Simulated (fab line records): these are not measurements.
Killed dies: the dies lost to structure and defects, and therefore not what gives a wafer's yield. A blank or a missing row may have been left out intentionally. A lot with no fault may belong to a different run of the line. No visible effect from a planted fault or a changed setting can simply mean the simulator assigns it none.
Chamber matching | flow n5 finfet | 4 sister chambers for N5_BEOL_M5_ETCH_67 on rie diel-04
The step etches SiARC in CF4, target depth 15.6 nm, time 26 s. 8 wafers are shown with their chamber, then 8 later ones without.

EACH WAFER AND ITS CHAMBER
wafer  | chamber | drypump motor current A (A) | throttle valve pct (%)
L080.3 | 0       | 5.8                         | 15.92
L080.4 | 1       | 5.7                         | 15.39
L081.3 | 0       | 5.7                         | 15.91
L081.5 | 3       | 5.2                         | 15.57
L083.2 | 3       | 5.2                         | 15.59
L083.5 | 2       | 6.2                         | 15.16
L083.6 | 1       | 5.7                         | 15.39
L084.1 | 2       | 6.2                         | 15.16

WAFERS WHOSE CHAMBER IS MISSING
wafer  | drypump motor current A (A) | throttle valve pct (%)
L084.3 | 5.2                         | 15.58
L084.5 | 5.2                         | 15.57
L085.1 | 5.2                         | 15.60
L085.3 | 5.6                         | 15.42
L085.4 | 5.6                         | 15.42
L096.3 | 5.8                         | 15.45
L096.4 | 5.7                         | 15.45
L096.6 | 5.8                         | 15.45

WHICH CHAMBER EACH ONE RAN IN
wafer  | from the rows above | in truth
L084.3 | 3                   | 3
L084.5 | 3                   | 3
L085.1 | 3                   | 3
L085.3 | 1                   | 1
L085.4 | 1                   | 1
L096.3 | 1                   | 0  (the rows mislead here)
L096.4 | 1                   | 1
L096.6 | 1                   | 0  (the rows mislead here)
Placed correctly: 6 of 8. Can't be placed from these rows: 0. 2 placed wrongly.
How it was worked out, from the rows above alone: a wafer's distance from a chamber is the root of the sum, over the readings, of the square of ((its reading less the chamber's mean) divided by the reading's scatter). The wafer belongs to the nearest chamber; if the next one is less than 2 further off, it can't be placed. For every chamber, the mean is computed from those of its wafers that are shown. How the scatter is found: for the shown wafers, subtract from each reading the mean of its chamber, square and add these, divide the total by (wafers less chambers), then take the root.
